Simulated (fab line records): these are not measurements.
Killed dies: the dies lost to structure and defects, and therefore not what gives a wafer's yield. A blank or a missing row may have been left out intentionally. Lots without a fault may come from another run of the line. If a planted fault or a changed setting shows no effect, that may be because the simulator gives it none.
Split-lot experiment || flow n5 finfet || 21 wafers read across 7 lots, on a route 1938 steps long

## ABOUT THE SPLIT
At N5_PASSIVATION_ETCH_54 (etches SiO2 in CHF3/O2, target depth 880 nm, time 440 s), the setting source w was moved away from the recipe's 650 W on 9 of the 21 wafers read, by +7.0% to +16.6%. The other wafers ran this setting at the recipe's value.

The reading comes from the split's own step.

## THE READING
rf vpp V, in V, at N5_PASSIVATION_ETCH_54 (etches SiO2 in CHF3/O2, target depth 880 nm, time 440 s). Typical for fault-free wafers on this fab line: 523 V, with standard deviation 4.5 V.

{"wafer": "L075.2", "tool, chamber at the split": "rie diel-02, 0", "source w as run, W": 650, "against the recipe": "recipe", "rf vpp V, V": 519, "against lot-mates on the recipe": "-"}
{"wafer": "L075.3", "tool, chamber at the split": "rie diel-02, 2", "source w as run, W": 724.2, "against the recipe": "+11.4%", "rf vpp V, V": 506, "against lot-mates on the recipe": -13}
{"wafer": "L075.4", "tool, chamber at the split": "rie diel-02, 1", "source w as run, W": 724.2, "against the recipe": "+11.4%", "rf vpp V, V": 493, "against lot-mates on the recipe": -26}
{"wafer": "L078.1", "tool, chamber at the split": "rie diel-06, 2", "source w as run, W": 650, "against the recipe": "recipe", "rf vpp V, V": 522, "against lot-mates on the recipe": "-"}
{"wafer": "L078.3", "tool, chamber at the split": "rie diel-06, 1", "source w as run, W": 734.7, "against the recipe": "+13.0%", "rf vpp V, V": 497, "against lot-mates on the recipe": -28}
{"wafer": "L078.6", "tool, chamber at the split": "rie diel-06, 1", "source w as run, W": 650, "against the recipe": "recipe", "rf vpp V, V": 528, "against lot-mates on the recipe": "-"}
{"wafer": "L077.1", "tool, chamber at the split": "rie diel-05, 1", "source w as run, W": 650, "against the recipe": "recipe", "rf vpp V, V": 526, "against lot-mates on the recipe": "-"}
{"wafer": "L077.3", "tool, chamber at the split": "rie diel-05, 0", "source w as run, W": 650, "against the recipe": "recipe", "rf vpp V, V": 521, "against lot-mates on the recipe": "-"}
{"wafer": "L077.4", "tool, chamber at the split": "rie diel-05, 1", "source w as run, W": 650, "against the recipe": "recipe", "rf vpp V, V": 525, "against lot-mates on the recipe": "-"}
{"wafer": "L087.1", "tool, chamber at the split": "rie diel-06, 2", "source w as run, W": 650, "against the recipe": "recipe", "rf vpp V, V": 522, "against lot-mates on the recipe": "-"}
{"wafer": "L087.5", "tool, chamber at the split": "rie diel-06, 0", "source w as run, W": 650, "against the recipe": "recipe", "rf vpp V, V": 529, "against lot-mates on the recipe": "-"}
{"wafer": "L087.6", "tool, chamber at the split": "rie diel-06, 1", "source w as run, W": 650, "against the recipe": "recipe", "rf vpp V, V": 528, "against lot-mates on the recipe": "-"}
{"wafer": "L084.2", "tool, chamber at the split": "rie diel-06, 1", "source w as run, W": 758.2, "against the recipe": "+16.6%", "rf vpp V, V": 489, "against lot-mates on the recipe": "no lot-mate on the recipe"}
{"wafer": "L084.4", "tool, chamber at the split": "rie diel-06, 0", "source w as run, W": 758.2, "against the recipe": "+16.6%", "rf vpp V, V": 489, "against lot-mates on the recipe": "no lot-mate on the recipe"}
{"wafer": "L084.6", "tool, chamber at the split": "rie diel-06, 3", "source w as run, W": 758.2, "against the recipe": "+16.6%", "rf vpp V, V": 484, "against lot-mates on the recipe": "no lot-mate on the recipe"}
{"wafer": "L088.2", "tool, chamber at the split": "rie diel-02, 2", "source w as run, W": 650, "against the recipe": "recipe", "rf vpp V, V": 532, "against lot-mates on the recipe": "-"}
{"wafer": "L088.3", "tool, chamber at the split": "rie diel-02, 1", "source w as run, W": 705.9, "against the recipe": "+8.6%", "rf vpp V, V": 499, "against lot-mates on the recipe": -26}
{"wafer": "L088.6", "tool, chamber at the split": "rie diel-02, 1", "source w as run, W": 650, "against the recipe": "recipe", "rf vpp V, V": 518, "against lot-mates on the recipe": "-"}
{"wafer": "L091.1", "tool, chamber at the split": "rie diel-05, 2", "source w as run, W": 650, "against the recipe": "recipe", "rf vpp V, V": 520, "against lot-mates on the recipe": "-"}
{"wafer": "L091.4", "tool, chamber at the split": "rie diel-05, 0", "source w as run, W": 695.3, "against the recipe": "+7.0%", "rf vpp V, V": 503, "against lot-mates on the recipe": -17}
{"wafer": "L091.6", "tool, chamber at the split": "rie diel-05, 3", "source w as run, W": 695.3, "against the recipe": "+7.0%", "rf vpp V, V": 498, "against lot-mates on the recipe": -22}

THE FIT
A straight line over all 21 wafers: rf vpp V changes by -2.25 V for each +1% of source w; r = -0.95; the points scatter about the line by 5.1 V.
The same after taking each lot's own level away (the mean of its wafers on the recipe; 18 wafers): -2.13 V for each +1%; r = -0.91; scatter 5 V.
On that fit, the largest move of source w shifts the reading by 35 V.
The lots' own levels span 519.0 to 526.3 V, that is 1.6 times the standard deviation above.
The two slopes agree, so the slope changes little with the lot-to-lot level.
Check: for one of the wafers moved furthest among these (+13.0%), held out of the fit, the line's prediction against its lot-mates is -28.2 V. Against them it came out at -28 V.
Tool readings at the split's step, against how far the setting was moved: rf vpp V r = -0.95.

## THE WHOLE CHAIN: every reading that the file lists as answering this split, in the file's order
{"step": "N5_PASSIVATION_ETCH_54", "what it does": "etches SiO2 in CHF3/O2, target depth 880 nm, time 440 s", "reading": "rf vpp V", "change (the file's fit)": "-2.24 V for each +1% of the setting", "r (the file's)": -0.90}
{"step": "N5_PASSIVATION_ETCH_54", "what it does": "etches SiO2 in CHF3/O2, target depth 880 nm, time 440 s", "reading": "PASSIVATION.feature depth nm (the simulator's own value, which no gauge read)", "change (the file's fit)": "+4.12 nm for each +1% of the setting", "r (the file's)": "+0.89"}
{"step": "N5_PASSIVATION_ETCH_54", "what it does": "etches SiO2 in CHF3/O2, target depth 880 nm, time 440 s", "reading": "etch.depth nm (the simulator's own value, which no gauge read)", "change (the file's fit)": "+4.12 nm for each +1% of the setting", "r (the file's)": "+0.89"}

## FILE'S OWN FIT
rf vpp V changes by -2.24 V for each +1% of source w, r = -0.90.
